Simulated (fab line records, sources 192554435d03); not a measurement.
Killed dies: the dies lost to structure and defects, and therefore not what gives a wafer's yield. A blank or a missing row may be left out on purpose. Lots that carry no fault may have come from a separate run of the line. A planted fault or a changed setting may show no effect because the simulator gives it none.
fab line records | flow n5Finfet
record: lots: 24 wafers: 72 lastDay: 18
route steps=1938 shown FIN_SAQP@146 FIN_CUT@167 STI_FIN_REVEAL@188 DUMMY_GATE@233
lots that met no fault: taken from a fault-free run of the same line
startH: hours from the record's first day to the start of the lot's first wafer shown | waitH: hours from the lot's prior step to this one | " as in the row above | L1.1+2: a row that stands for several wafers | - value missing, or start not given | * or withheld: withheld | < > ~ a bound
route shown NAME@n: NAME is a module with steps in the file, n the number in the route of the first one | usual: mean and standard deviation over wafers with no fault | same: alike in all rows | chamber/n: place in a boat | sites: the reading at each site | _std_site: their standard deviation | _edge_site: inner sites' mean taken away from outer sites' mean | radiusMm: for every site, how far away it sits from the centre of the wafer | mask NAME#n: copy n | behind: tool/chamber where the wafer was last shaped | hold: what put the lot on hold/how long, in hours/how the hold closed | device: whichever transistor did not switch (one of n, p or np) | end of line: the route-end tests of the same wafers | a step given without rows: its recipe and nothing more | killed: the dies lost at the first sort to structure and to defects; this is not the yield of the wafer | map: a wafer's dies, x killed, . not, _ none there
set.NAME: the setting that was run; set.NAME@STEP: the one run at that earlier step | model.NAME: the simulator's own value behind a step, which no gauge read
route steps across a sampled set of lots; one table per step, one row per wafer
services: when a tool's chamber went out of use (startH, in hours from the record's first day, below 0 if earlier), for how many hours, and the reason
== steps ==
step: N5_FIN_SAQP_ETCH_64
recipe: chemistry: CF4 target: SiO2 targetDepthA: 15 ionEnergyEv: 350 pressureMtorr: 10 icpW: 800 biasW: 400 cf4FlowSccm: 80
usual: cf4FlowSccm: 80.00/0.22 drypumpMotorCurrentA: 5.5/0.54 oesProductAu: 0.989/0.014 throttleValvePct: 21.92/0.14
columns lot.wafer tool chamber startH waitH cf4FlowSccm drypumpMotorCurrentA oesProductAu rfHoursCounterH throttleValvePct
L074.3 rieSi-03 1 26.42 0.0 80.00 5.4 0.974 7 21.80
L074.4 " 3 " " 80.09 6.2 1.000 82 22.04
L074.5 " 2 " " 80.02 5.3 1.007 - 22.12
L075.1 rieSi-03 2 32.74 0.0 80.03 5.3 0.993 167 22.13
L075.2 " 3 " " 79.82 6.1 1.008 82 22.05
L075.5 " 3 " " 79.91 6.1 1.011 - 22.06
L076.2 rieSi-01 0 38.14 0.0 80.11 4.9 0.982 47 22.00
L076.3 " 3 " " 79.88 4.9 0.993 8 21.79
L076.4 " 1 " " 80.26 6.4 1.017 3 21.84
L077.1 rieSi-03 3 45.72 0.0 79.99 6.2 0.999 82 22.04
L077.3 " 1 " " 79.87 5.4 0.967 7 21.79
L077.4 " 2 " " 80.08 5.3 0.987 168 22.12
L078.1 rieSi-03 0 51.75 0.0 80.16 6.4 0.984 31 21.88
L078.2 " 1 " " 80.01 5.4 0.967 7 21.79
L078.5 " 2 " " 79.84 5.3 0.996 - 22.13
L079.2 rieSi-06 0 56.48 0.0 79.94 4.9 0.991 99 21.95
L079.4 " 3 " " 80.47 5.6 0.983 20 22.00
L079.6 " 1 " " 80.04 5.1 1.004 - 21.61
L080.1 rieSi-03 3 64.05 0.0 79.77 6.2 1.006 82 22.04
L080.2 " 0 " " 79.99 6.4 0.993 32 21.89
L080.4 " 1 " " 80.00 5.4 0.974 7 21.79
L081.1 rieSi-01 3 68.88 0.0 79.78 4.9 0.995 8 21.79
L081.3 " 2 " " 79.70 5.5 0.977 68 22.06
L081.6 " 3 " " 79.83 4.9 0.986 - 21.81
L082.1 rieSi-06 1 74.69 0.0 80.26 5.1 1.008 154 21.63
L082.3 " 3 " " 79.81 5.6 0.979 21 22.00
L082.5 " 1 " " 79.88 5.1 1.005 - 21.61
L083.1 rieSi-03 0 79.79 0.0 80.04 6.4 0.991 32 21.89
L083.3 " 3 " " 79.90 6.1 1.002 83 22.05
L083.4 " 2 " " 80.15 5.3 0.994 168 22.12
L084.1 rieSi-01 2 86.07 0.0 80.05 5.5 0.964 68 22.06
L084.3 " 3 " " 80.02 4.9 0.990 8 21.81
L084.6 " 1 " " 80.10 6.4 1.004 - 21.86
L085.3 rieSi-06 3 92.52 0.0 80.16 5.6 0.982 21 22.00
L085.4 " 2 " " 80.19 5.7 0.975 88 21.71
L085.5 " 2 " " 79.90 5.7 0.977 - 21.73
L086.4 rieSi-06 3 102.22 0.0 80.62 5.5 0.977 21 22.00
L086.5 " 2 " " 80.29 5.7 0.990 - 21.72
L086.6 " 3 " " 80.31 5.5 0.975 - 22.01
L087.1 rieSi-01 1 105.82 0.0 79.98 6.4 1.009 4 21.86
L087.2 " 3 " " 80.20 4.9 1.001 9 21.79
L087.5 " 3 " " 79.95 4.9 0.991 - 21.78
L088.2 rieSi-03 3 110.30 0.0 79.96 6.2 0.996 83 22.05
L088.4 " 2 " " 79.93 5.3 0.993 169 22.11
L088.5 " 0 " " 79.81 6.4 0.993 - 21.88
L089.1 rieSi-03 2 116.02 0.0 79.82 5.3 0.996 169 22.12
L089.5 " 1 " " 80.29 5.4 0.967 - 21.80
L089.6 " 2 " " 79.97 5.3 0.994 - 22.13
L090.1 rieSi-06 2 126.30 0.0 79.62 5.7 0.974 89 21.73
L090.2 " 0 " " 79.76 4.9 0.993 101 21.96
L090.5 " 1 " " 79.78 5.1 1.002 - 21.62
L091.2 rieSi-03 3 129.76 0.0 80.01 6.1 1.004 84 22.03
L091.3 " 2 " " 80.05 5.3 0.995 169 22.13
L091.6 " 2 " " 80.07 5.3 1.004 - 22.13
L092.1 rieSi-01 0 136.41 0.0 80.15 4.9 0.976 48 21.99
L092.3 " 3 " " 79.87 4.9 0.993 9 21.80
L092.4 " 1 " " 80.16 6.4 1.004 5 21.87
L093.3 rieSi-01 0 143.59 0.0 79.82 4.9 0.981 48 22.00
L093.5 " 1 " " 80.25 6.4 1.007 - 21.85
L093.6 " 2 " " 79.94 5.5 0.972 - 22.06
L094.1 rieSi-01 2 148.05 0.0 79.88 5.5 0.963 70 22.06
L094.2 " 1 " " 79.61 6.4 0.998 5 21.87
L094.6 " 0 " " 79.91 4.9 0.985 - 22.01
L095.2 rieSi-06 0 154.59 0.0 79.60 4.9 0.989 101 21.96
L095.3 " 0 " " 79.89 4.9 0.995 - 21.99
L095.5 " 0 " " 80.07 4.9 0.992 - 21.96
L096.1 rieSi-06 3 162.20 0.0 80.14 5.6 0.995 23 22.00
L096.2 " 1 " " 79.87 5.1 1.022 156 21.63
L096.4 " 1 " " 80.50 5.1 1.010 - 21.63
L097.1 rieSi-03 1 167.81 0.0 80.17 5.4 0.966 9 21.79
L097.4 " 2 " " 79.81 5.3 0.994 170 22.13
L097.6 " 0 " " 79.72 6.4 0.990 - 21.90
step: N5_FIN_CUT_ETCH_30
recipe: chemistry: N2/H2 target: underlayer targetDepthA: 130 maskMaterial: CAR-EUV timeS: 10.4 ionEnergyEv: 200 pressureMtorr: 30 sourceW: 840 biasW: 150 n2FlowSccm: 200 h2FlowSccm: 200 ends: cleared
usual: drypumpMotorCurrentA: 5.5/0.33 etchRfOnTimeS: 10.37/0.2 oesProductAu: 0.67/0.078 rfVppV: 524.2/2.7 showerheadPlenumPTorr: 2.55/0.084 throttleValvePct: 17.81/0.27
columns lot.wafer tool chamber startH waitH drypumpMotorCurrentA etchRfOnTimeS oesProductAu rfHoursCounterH rfVppV showerheadPlenumPTorr throttleValvePct
L074.3 rieDiel-01 3 27.15 0.0 5.3 10.60 0.60 196 523.9 2.52 17.81
L074.4 " 0 " " 5.9 10.40 0.78 - 526.0 2.60 17.35
L074.5 " 1 " " 5.8 10.38 0.65 - 523.1 2.53 18.23
L075.1 rieDiel-04 3 33.59 0.0 5.2 10.44 0.60 214 519.2 2.42 17.84
L075.2 " 1 " " 5.2 10.09 0.80 18 521.8 2.49 17.86
L075.5 " 3 " " 5.2 10.52 0.59 - 521.1 2.42 17.84
L076.2 rieDiel-01 3 39.37 0.0 5.3 10.42 0.60 201 522.5 2.52 17.82
L076.3 " 2 " " 5.4 10.01 0.84 1 523.1 2.50 17.27
L076.4 " 0 " " 5.9 10.28 0.77 21 525.4 2.59 17.35
L077.1 rieDiel-01 3 46.47 0.0 5.3 10.55 0.59 204 521.7 2.52 17.82
L077.3 " 2 " " 5.4 10.13 0.83 3 521.8 2.50 17.31
L077.4 " 1 " " 5.8 10.38 0.64 174 524.2 2.53 18.25
L078.1 rieDiel-04 3 52.48 0.0 5.2 10.35 0.59 220 519.2 2.42 17.83
L078.2 " 1 " " 5.2 10.08 0.80 25 522.6 2.48 17.87
L078.5 " 2 " " 5.5 10.30 0.68 - 525.9 2.66 17.75
L079.2 rieDiel-01 2 57.33 0.0 5.4 10.04 0.82 7 522.1 2.50 17.31
L079.4 " 1 " " 5.8 10.49 0.64 177 522.4 2.53 18.26
L079.6 " 1 " " 5.8 10.32 0.64 - 524.0 2.53 18.26
L080.1 rieDiel-04 1 64.78 0.0 5.2 10.05 0.78 31 522.3 2.48 17.88
L080.2 " 2 " " 5.5 10.43 0.68 134 525.4 2.66 17.75
L080.4 " 3 " " 5.2 10.37 0.59 226 519.9 2.41 17.84
L081.1 rieDiel-04 2 69.75 0.0 5.5 10.30 0.68 136 526.9 2.66 17.76
L081.3 " 1 " " 5.2 9.99 0.78 33 522.6 2.48 17.88
L081.6 " 2 " " 5.5 10.31 0.68 - 527.3 2.66 17.75
L082.1 rieDiel-01 1 75.42 0.0 5.8 10.32 0.64 181 523.7 2.53 18.28
L082.3 " 2 " " 5.4 9.92 0.81 11 525.0 2.50 17.32
L082.5 " 2 " " 5.4 9.87 0.81 - 523.9 2.50 17.32
L083.1 rieDiel-04 2 80.57 0.0 5.5 10.22 0.67 139 528.6 2.66 17.78
L083.3 " 3 " " 5.2 10.50 0.59 230 519.9 2.41 17.85
L083.4 " 1 " " 5.2 10.11 0.77 36 521.3 2.48 17.87
L084.1 rieDiel-04 3 86.92 0.0 5.2 10.28 0.59 232 520.6 2.41 17.88
L084.3 " 1 " " 5.2 10.03 0.78 38 523.6 2.48 17.90
L084.6 " 3 " " 5.2 10.38 0.59 - 520.9 2.41 17.85
L085.3 rieDiel-01 3 93.41 0.0 5.3 10.47 0.59 217 524.4 2.51 17.86
L085.4 " 0 " " 5.9 10.21 0.75 - 525.1 2.59 17.39
L085.5 " 2 " " 5.4 10.01 0.79 - 523.3 2.50 17.32
L086.4 rieDiel-04 3 102.95 0.0 5.2 10.44 0.59 237 520.7 2.41 17.86
L086.5 " 0 " " 4.9 10.57 0.63 - 526.5 2.65 17.83
L086.6 " 3 " " 5.2 10.49 0.58 - 519.3 2.41 17.86
L087.1 rieDiel-02 2 106.83 0.0 6.0 10.33 0.66 133 519.0 2.45 17.94
L087.2 " 0 " " 5.8 10.51 0.62 190 527.2 2.62 17.98
L087.5 " 3 " " 5.9 10.68 0.62 - 527.8 2.63 17.93
L088.2 rieDiel-02 0 111.03 0.0 5.8 10.56 0.63 192 526.1 2.62 17.99
L088.4 " 2 " " 6.0 10.31 0.65 - 521.5 2.45 17.94
L088.5 " 3 " " 5.9 10.76 0.62 - 528.5 2.63 17.92
L089.1 rieDiel-04 3 116.87 0.0 5.2 10.61 0.57 242 518.8 2.41 17.87
L089.5 " 1 " " 5.2 10.11 0.75 - 521.3 2.47 17.92
L089.6 " 2 " " 5.5 10.35 0.66 - 526.4 2.66 17.78
L090.1 rieDiel-02 0 127.03 0.0 5.8 10.46 0.62 197 526.7 2.62 18.00
L090.2 " 3 " " 5.9 10.64 0.62 193 526.7 2.62 17.94
L090.5 " 0 " " 5.8 10.38 0.62 - 525.1 2.62 17.99
L091.2 rieDiel-01 1 130.49 0.0 5.7 10.33 0.63 194 521.9 2.52 18.31
L091.3 " 2 " " 5.4 10.10 0.76 24 521.4 2.49 17.33
L091.6 " 1 " " 5.7 10.29 0.63 - 523.9 2.52 18.29
L092.1 rieDiel-02 2 137.57 0.0 6.0 10.33 0.65 147 521.7 2.45 17.94
L092.3 " 3 " " 5.9 10.62 0.61 199 525.7 2.62 17.94
L092.4 " 0 " " 5.8 10.48 0.61 - 528.1 2.62 17.99
L093.3 rieDiel-01 1 144.92 0.0 5.8 10.41 0.62 201 524.6 2.52 18.29
L093.5 " 3 " " 5.3 10.66 0.58 - 521.6 2.50 17.89
L093.6 " 2 " " 5.4 10.20 0.75 - 522.8 2.49 17.34
L094.1 rieDiel-02 3 148.83 0.0 5.9 10.63 0.61 204 524.9 2.62 17.95
L094.2 " 1 " " 5.7 10.31 0.85 4 527.7 2.71 17.50
L094.6 " 0 " " 5.8 10.46 0.61 - 528.2 2.62 18.02
L095.2 rieDiel-01 1 156.21 0.0 5.7 10.55 0.61 206 523.3 2.52 18.31
L095.3 " 0 " " 5.9 10.47 0.71 60 525.2 2.58 17.42
L095.5 " 2 " " 5.3 10.14 0.75 - 523.2 2.49 17.35
L096.1 rieDiel-02 2 162.94 0.0 6.0 10.23 0.64 158 520.4 2.44 17.97
L096.2 " 1 " " 5.7 10.04 0.84 10 528.9 2.70 17.51
L096.4 " 3 " " 5.9 10.62 0.60 209 525.4 2.62 17.97
L097.1 rieDiel-02 3 168.54 0.0 5.9 10.75 0.59 211 526.9 2.62 17.96
L097.4 " 1 " " 5.7 10.21 0.82 12 528.0 2.70 17.52
L097.6 " 1 " " 5.7 10.31 0.82 - 528.8 2.70 17.50
step: N5_FIN_CUT_CUT_ETCH_28
recipe: chemistry: HBr/Cl2/O2 target: Si targetDepthA: 60 maskMaterial: SOC timeS: 2.4 ionEnergyEv: * biasW: * pressureMtorr: 10 icpW: 800 HBr_flow_sccm: 150 Cl2_flow_sccm: 80 O2_flow_sccm: 12
usual: drypumpMotorCurrentA: 5.6/0.51 oesProductAu: 1.000/0.018 throttleValvePct: 37.15/0.25
same: timeS: 2.4
columns lot.wafer tool chamber startH waitH drypumpMotorCurrentA oesProductAu rfHoursCounterH throttleValvePct
L074.3 rieSi-04 0 27.80 0.0 5.8 1.000 59 37.05
L074.4 " 2 " " 5.6 1.005 120 36.96
L074.5 " 0 " " 5.7 0.994 - 37.04
L075.1 rieSi-04 0 34.24 0.0 5.7 0.999 59 37.03
L075.2 " 2 " " 5.6 1.013 120 36.98
L075.5 " 0 " " 5.8 1.010 - 37.07
L076.2 rieSi-04 0 40.02 0.0 5.8 1.007 59 37.05
L076.3 " 3 " " 5.3 0.981 116 37.16
L076.4 " 2 " " 5.6 1.017 120 36.95
L077.1 rieSi-05 0 47.12 0.0 5.1 1.003 7 37.56
L077.3 " 3 " " 6.4 0.997 140 36.60
L077.4 " 1 " " 5.1 1.024 30 36.91
L078.1 rieSi-05 0 53.46 0.0 5.1 1.007 7 37.56
L078.2 " 2 " " 5.8 0.978 84 37.25
L078.5 " 3 " " 6.4 0.997 - 36.60
L079.2 rieSi-05 2 57.98 0.0 5.8 0.972 84 37.26
L079.4 " 0 " " 5.1 1.007 7 37.57
L079.6 " 1 " " 5.0 1.017 - 36.92
L080.1 rieSi-05 3 65.43 0.0 6.4 1.001 140 36.60
L080.2 " 0 " " 5.1 0.999 7 37.56
L080.4 " 1 " " 5.0 1.017 30 36.91
L081.1 rieSi-05 2 70.40 0.0 5.7 0.974 84 37.25
L081.3 " 3 " " 6.4 1.000 140 36.61
L081.6 " 1 " " 5.0 1.013 - 36.91
L082.1 rieSi-04 3 76.07 0.0 5.3 0.985 116 37.16
L082.3 " 0 " " 5.8 1.004 60 37.05
L082.5 " 1 " " 5.0 1.028 - 37.22
L083.1 rieSi-04 0 81.22 0.0 5.8 1.003 60 37.06
L083.3 " 2 " " 5.6 1.006 121 36.97
L083.4 " 1 " " 5.0 1.024 7 37.19
L084.1 rieSi-04 3 87.57 0.0 5.3 0.984 116 37.15
L084.3 " 2 " " 5.6 1.012 121 36.96
L084.6 " 0 " " 5.7 0.995 - 37.05
L085.3 rieSi-02 3 94.12 0.0 6.4 0.980 198 36.93
L085.4 " 0 " " 6.0 0.980 0 37.13
L085.5 " 1 " " 6.6 0.990 - 37.50
L086.4 rieSi-02 0 103.60 0.0 6.0 0.975 1 37.13
L086.5 " 0 " " 6.0 0.974 - 37.14
L086.6 " 1 " " 6.5 0.985 - 37.49
L087.1 rieSi-02 2 107.50 0.0 5.2 1.007 40 37.38
L087.2 " 1 " " 6.5 0.994 117 37.50
L087.5 " 2 " " 5.2 1.016 - 37.38
L088.2 rieSi-04 2 111.68 0.0 5.6 1.010 121 36.96
L088.4 " 3 " " 5.3 0.979 117 37.16
L088.5 " 1 " " 5.0 1.018 - 37.21
L089.1 rieSi-02 1 117.52 0.0 6.5 0.985 117 37.51
L089.5 " 0 " " 6.0 0.973 - 37.13
L089.6 " 2 " " 5.2 1.022 - 37.37
L090.1 rieSi-02 0 127.68 0.0 6.0 0.977 1 37.15
L090.2 " 2 " " 5.2 1.011 40 37.40
L090.5 " 1 " " 6.5 0.992 - 37.49
L091.2 rieSi-05 2 131.14 0.0 5.8 0.966 85 37.25
L091.3 " 3 " " 6.4 1.018 141 36.62
L091.6 " 3 " " 6.4 0.999 - 36.61
L092.1 rieSi-05 2 138.22 0.0 5.8 0.979 85 37.25
L092.3 " 1 " " 5.0 1.015 31 36.90
L092.4 " 0 " " 5.1 0.999 8 37.54
L093.3 rieSi-04 0 145.57 0.0 5.7 1.004 61 37.05
L093.5 " 0 " " 5.7 1.006 - 37.06
L093.6 " 3 " " 5.3 0.976 - 37.15
L094.1 rieSi-04 0 149.48 0.0 5.7 1.009 61 37.05
L094.2 " 2 " " 5.6 1.007 122 36.97
L094.6 " 3 " " 5.3 0.982 - 37.17
L095.2 rieSi-02 1 156.86 0.0 6.5 0.985 118 37.50
L095.3 " 3 " " 6.4 0.984 0 37.11
L095.5 " 1 " " 6.5 0.988 - 37.49
L096.1 rieSi-04 2 163.59 0.0 5.6 1.005 122 36.96
L096.2 " 3 " " 5.3 0.986 118 37.16
L096.4 " 0 " " 5.8 0.997 61 37.05
L097.1 rieSi-05 1 169.19 0.0 5.1 1.019 32 36.89
L097.4 " 3 " " 6.4 1.007 142 36.59
L097.6 " 3 " " 6.4 1.002 - 36.60
step: N5_STI_FIN_REVEAL_THK_MEAS_05
usual: thkNm: 132.0/1.1
columns lot.wafer tool chamber startH waitH thkNm
L074.3 filmMetro-02 - 33.47 - 133.0
L074.4 " - " " 133.5
L074.5 " - " " 131.5
L075.1 filmMetro-02 - 41.47 - 133.0
L075.2 " - " " 131.9
L075.5 " - " " 131.9
L076.2 filmMetro-02 - 46.00 - 131.2
L076.3 " - " " 130.7
L076.4 " - " " 131.1
L077.1 filmMetro-01 - 53.38 - 131.1
L077.3 " - " " 131.6
L077.4 " - " " 130.1
L078.1 filmMetro-01 - 60.24 - 133.0
L078.2 " - " " 133.5
L078.5 " - " " 134.0
L079.2 filmMetro-01 - 63.78 - 131.9
L079.4 " - " " 133.6
L079.6 " - " " 132.6
L080.1 filmMetro-02 - 71.12 - 134.3
L080.2 " - " " 135.1
L080.4 " - " " 133.9
L081.1 filmMetro-01 - 76.06 - 130.3
L081.3 " - " " 130.6
L081.6 " - " " 130.9
L082.1 filmMetro-02 - 82.79 - 132.6
L082.3 " - " " 131.1
L082.5 " - " " 130.4
L083.1 filmMetro-02 - 86.87 - 133.1
L083.3 " - " " 133.1
L083.4 " - " " 133.1
L084.1 filmMetro-01 - 93.97 - 133.1
L084.3 " - " " 131.2
L084.6 " - " " 132.4
L085.3 filmMetro-02 - 101.03 - 133.2
L085.4 " - " " 133.2
L085.5 " - " " 132.2
L086.4 filmMetro-02 - 109.25 - 132.1
L086.5 " - " " 132.8
L086.6 " - " " 133.4
L087.1 filmMetro-02 - 113.16 - 130.3
L087.2 " - " " 131.5
L087.5 " - " " 131.2
L088.2 filmMetro-02 - 118.03 - 132.8
L088.4 " - " " 131.8
L088.5 " - " " 132.1
L089.1 filmMetro-02 - 123.19 - 130.4
L089.5 " - " " 132.2
L089.6 " - " " 129.5
L090.1 filmMetro-01 - 133.93 - 132.5
L090.2 " - " " 132.3
L090.5 " - " " 132.5
L091.2 filmMetro-02 - 136.88 - 131.1
L091.3 " - " " 132.3
L091.6 " - " " 131.8
L092.1 filmMetro-02 - 144.02 - 131.7
L092.3 " - " " 131.9
L092.4 " - " " 132.0
L093.3 filmMetro-02 - 151.23 - 131.5
L093.5 " - " " 132.0
L093.6 " - " " 131.4
L094.1 filmMetro-01 - 155.13 - 131.2
L094.2 " - " " 130.1
L094.6 " - " " 130.7
L095.2 filmMetro-01 - 162.56 - 132.3
L095.3 " - " " 131.3
L095.5 " - " " 133.3
L096.1 filmMetro-01 - 169.43 - 131.9
L096.2 " - " " 132.5
L096.4 " - " " 132.2
L097.1 filmMetro-01 - 174.89 - 132.1
L097.4 " - " " 133.3
L097.6 " - " " 132.7
step: N5_DUMMY_GATE_INSPECT_17
recipe: mode: adi inspectInstrument: brightfield
usual: rawDefectCount: 196/50
columns lot.wafer tool chamber startH waitH rawDefectCount
L074.3 defectInspect-02 - 45.75 0.0 127
L074.4 " - " " 116
L074.5 " - " " 101
L075.1 defectInspect-02 - 53.66 0.1 179
L075.2 " - " " 121
L075.5 " - " " 151
L076.2 defectInspect-02 - 59.11 0.0 195
L076.3 " - " " 222
L076.4 " - " " 189
L077.1 defectInspect-01 - 67.42 0.1 281
L077.3 " - " " 191
L077.4 " - " " 273
L078.1 defectInspect-01 - 74.69 0.1 167
L078.2 " - " " 133
L078.5 " - " " 225
L079.2 defectInspect-01 - 75.87 0.0 307
L079.4 " - " " 257
L079.6 " - " " 220
L080.1 defectInspect-01 - 83.00 0.1 146
L080.2 " - " " 275
L080.4 " - " " 150
L081.1 defectInspect-02 - 91.02 0.1 147
L081.3 " - " " 187
L081.6 " - " " 176
L082.1 defectInspect-01 - 95.62 0.1 223
L082.3 " - " " 203
L082.5 " - " " 259
L083.1 defectInspect-02 - 99.19 0.1 143
L083.3 " - " " 137
L083.4 " - " " 221
L084.1 defectInspect-02 - 107.65 0.1 191
L084.3 " - " " 258
L084.6 " - " " 172
L085.3 defectInspect-02 - 115.46 0.0 196
L085.4 " - " " 272
L085.5 " - " " 174
L086.4 defectInspect-02 - 122.32 0.0 226
L086.5 " - " " 98
L086.6 " - " " 175
L087.1 defectInspect-02 - 125.56 0.1 157
L087.2 " - " " 209
L087.5 " - " " 182
L088.2 defectInspect-02 - 132.34 0.0 242
L088.4 " - " " 189
L088.5 " - " " 227
L089.1 defectInspect-02 - 135.32 0.1 241
L089.5 " - " " 187
L089.6 " - " " 177
L090.1 defectInspect-02 - 146.41 0.1 218
L090.2 " - " " 193
L090.5 " - " " 182
L091.2 defectInspect-01 - 148.88 0.0 262
L091.3 " - " " 346
L091.6 " - " " 243
L092.1 defectInspect-02 - 156.02 0.1 207
L092.3 " - " " 221
L092.4 " - " " 248
L093.3 defectInspect-01 - 165.84 0.0 149
L093.5 " - " " 173
L093.6 " - " " 183
L094.1 defectInspect-02 - 167.30 0.1 178
L094.2 " - " " 236
L094.6 " - " " 194
L095.2 defectInspect-02 - 174.97 0.0 161
L095.3 " - " " 140
L095.5 " - " " 142
L096.1 defectInspect-01 - 181.35 0.1 174
L096.2 " - " " 178
L096.4 " - " " 211
L097.1 defectInspect-01 - 186.94 0.1 176
L097.4 " - " " 200
L097.6 " - " " 140
step: N5_DUMMY_GATE_DESCUM_20
recipe: chemistry: O2 timeS: 6.2 sourcePowerW: 50 biasPowerW: 20 pressureMtorr: 20 rfFrequencyHz: 2.712e+07 tempC: 40 resist: CAR-EUV o2FlowSccm: 225
usual: drypumpMotorCurrentA: 5.6/0.32 oesProductAu: 0.77/0.085 rfVppV: 243.1/1.3 showerheadPlenumPTorr: 2.09/0.072 throttleValvePct: 20.36/0.25
same: timeS: 6.2
columns lot.wafer tool chamber startH waitH drypumpMotorCurrentA oesProductAu rfHoursCounterH rfVppV showerheadPlenumPTorr throttleValvePct
L074.3 rieDiel-04 0 45.78 0.0 4.9 0.75 163 243.7 2.18 20.38
L074.4 " 2 " " 5.5 0.79 127 245.6 2.19 20.38
L074.5 " 0 " " 4.9 0.75 - 243.8 2.18 20.39
L075.1 rieDiel-02 2 54.15 0.5 6.0 0.77 121 242.3 2.01 20.26
L075.2 " 0 " " 5.8 0.74 177 245.4 2.17 20.45
L075.5 " 2 " " 6.0 0.77 - 241.9 2.01 20.26
L076.2 rieDiel-01 2 59.25 0.1 5.4 0.95 7 242.5 2.05 19.85
L076.3 " 3 " " 5.3 0.70 209 242.3 2.08 20.44
L076.4 " 0 " " 5.9 0.90 28 244.3 2.14 19.98
L077.1 rieDiel-01 1 67.46 0.0 5.7 0.74 179 243.0 2.08 20.81
L077.3 " 0 " " 5.9 0.89 29 244.8 2.14 20.01
L077.4 " 3 " " 5.3 0.70 210 242.5 2.08 20.45
L078.1 rieDiel-02 2 74.72 0.0 6.0 0.77 125 241.3 2.01 20.27
L078.2 " 0 " " 5.8 0.73 182 244.9 2.16 20.44
L078.5 " 1 " " 5.7 0.68 - 241.0 1.98 20.48
L079.2 rieDiel-04 3 75.90 0.0 5.2 0.69 229 242.1 1.98 20.33
L079.4 " 1 " " 5.2 0.90 35 243.0 2.04 20.46
L079.6 " 0 " " 4.9 0.75 - 242.6 2.18 20.41
L080.1 rieDiel-01 2 83.03 0.0 5.4 0.93 13 242.5 2.05 19.86
L080.2 " 0 " " 5.9 0.89 34 245.0 2.14 20.01
L080.4 " 3 " " 5.3 0.69 215 241.8 2.07 20.46
L081.1 rieDiel-01 3 91.06 0.0 5.3 0.70 217 242.9 2.07 20.46
L081.3 " 0 " " 5.8 0.88 36 244.3 2.14 20.01
L081.6 " 0 " " 5.8 0.88 - 243.5 2.14 20.01
L082.1 rieDiel-04 3 95.99 0.4 5.2 0.69 235 241.9 1.98 20.33
L082.3 " 1 " " 5.2 0.89 39 243.6 2.04 20.48
L082.5 " 1 " " 5.2 0.91 - 243.2 2.04 20.45
L083.1 rieDiel-02 0 99.51 0.3 5.8 0.73 186 243.8 2.16 20.46
L083.3 " 2 " " 6.0 0.76 130 241.1 2.01 20.29
L083.4 " 2 " " 6.0 0.77 - 240.7 2.01 20.27
L084.1 rieDiel-04 2 107.69 0.0 5.5 0.79 147 245.6 2.18 20.40
L084.3 " 0 " " 4.9 0.75 179 244.5 2.17 20.43
L084.6 " 2 " " 5.5 0.79 - 242.6 2.18 20.38
L085.3 rieDiel-04 1 115.64 0.2 5.2 0.88 47 243.1 2.04 20.47
L085.4 " 0 " " 4.9 0.73 182 245.1 2.17 20.43
L085.5 " 1 " " 5.2 0.89 - 240.9 2.04 20.48
L086.4 rieDiel-01 1 122.35 0.0 5.8 0.73 192 243.4 2.08 20.81
L086.5 " 1 " " 5.7 0.74 - 242.7 2.08 20.81
L086.6 " 0 " " 5.9 0.86 - 245.0 2.13 20.03
L087.1 rieDiel-02 2 125.59 0.0 6.0 0.76 141 242.1 2.00 20.30
L087.2 " 3 " " 5.9 0.73 193 244.5 2.17 20.50
L087.5 " 3 " " 5.9 0.72 - 243.4 2.17 20.49
L088.2 rieDiel-02 0 132.38 0.0 5.8 0.72 199 242.9 2.16 20.48
L088.4 " 0 " " 5.8 0.72 - 244.5 2.16 20.49
L088.5 " 2 " " 6.0 0.76 - 241.0 2.00 20.29
L089.1 rieDiel-01 2 135.36 0.0 5.3 0.90 26 242.3 2.05 19.89
L089.5 " 3 " " 5.3 0.68 - 241.9 2.07 20.47
L089.6 " 2 " " 5.3 0.90 - 242.5 2.05 19.89
L090.1 rieDiel-02 0 146.44 0.0 5.8 0.72 206 244.2 2.15 20.50
L090.2 " 2 " " 6.0 0.76 151 241.6 2.00 20.31
L090.5 " 3 " " 5.9 0.71 - 243.4 2.16 20.51
L091.2 rieDiel-01 2 149.34 0.5 5.3 0.88 32 242.2 2.04 19.89
L091.3 " 3 " " 5.3 0.68 239 242.0 2.07 20.50
L091.6 " 1 " " 5.8 0.72 - 242.0 2.08 20.82
L092.1 rieDiel-02 0 156.68 0.7 5.8 0.71 210 244.0 2.15 20.51
L092.3 " 2 " " 6.0 0.74 155 240.5 2.00 20.30
L092.4 " 3 " " 5.9 0.71 207 242.9 2.16 20.52
L093.3 rieDiel-04 2 166.12 0.3 5.5 0.77 156 243.9 2.18 20.37
L093.5 " 3 " " 5.2 0.68 - 243.7 1.97 20.34
L093.6 " 0 " " 5.0 0.73 - 244.8 2.17 20.43
L094.1 rieDiel-01 2 167.49 0.2 5.4 0.87 39 242.1 2.04 19.90
L094.2 " 1 " " 5.7 0.72 209 241.6 2.07 20.84
L094.6 " 1 " " 5.8 0.72 - 243.4 2.07 20.83
L095.2 rieDiel-01 1 175.24 0.3 5.8 0.72 211 242.5 2.07 20.84
L095.3 " 0 " " 5.9 0.82 66 244.2 2.12 20.06
L095.5 " 3 " " 5.3 0.66 - 241.8 2.06 20.51
L096.1 rieDiel-01 2 181.38 0.0 5.4 0.87 43 242.8 2.04 19.91
L096.2 " 3 " " 5.3 0.67 249 242.2 2.06 20.50
L096.4 " 0 " " 5.9 0.83 68 243.4 2.12 20.05
L097.1 rieDiel-02 1 186.98 0.0 5.7 0.96 16 244.7 2.23 20.21
L097.4 " 0 " " 5.8 0.70 219 245.7 2.15 20.50
L097.6 " 2 " " 6.0 0.73 - 243.6 1.99 20.34
== services ==
columns tool chamber startH hours kind
rieSi-03 - 7.76 2.8 pm
rieDiel-01 2 16.30 - clean
rieDiel-01 2 16.30 - consumableReplace:focusRing
rieDiel-01 2 16.30 20.9 scheduledDown
rieDiel-01 2 16.30 20.9 ventCycle
rieSi-06 3 24.06 5.7 repair
rieDiel-02 - 35.76 2.0 repair
rieSi-01 0 47.97 5.0 repair
rieSi-02 - 49.66 2.8 pm
rieDiel-04 0 49.89 8.4 repair
rieDiel-02 1 50.78 2.9 repair
rieDiel-01 1 93.05 9.4 repair
rieDiel-02 - 94.98 2.8 pm
rieSi-05 - 97.53 2.8 pm
rieDiel-02 3 98.87 7.9 repair
rieSi-05 1 101.46 4.7 repair
rieDiel-04 - 128.58 28.1 pm
rieSi-06 2 149.47 39.4 repair
rieSi-06 1 152.53 3.0 repair
rieSi-03 - 153.58 0.2 repair
rieSi-04 1 182.72 1.9 repair
rieDiel-01 3 183.32 - clean
rieDiel-01 3 183.32 - consumableReplace:focusRing
rieDiel-01 3 183.32 14.8 scheduledDown
== key ==
fault none
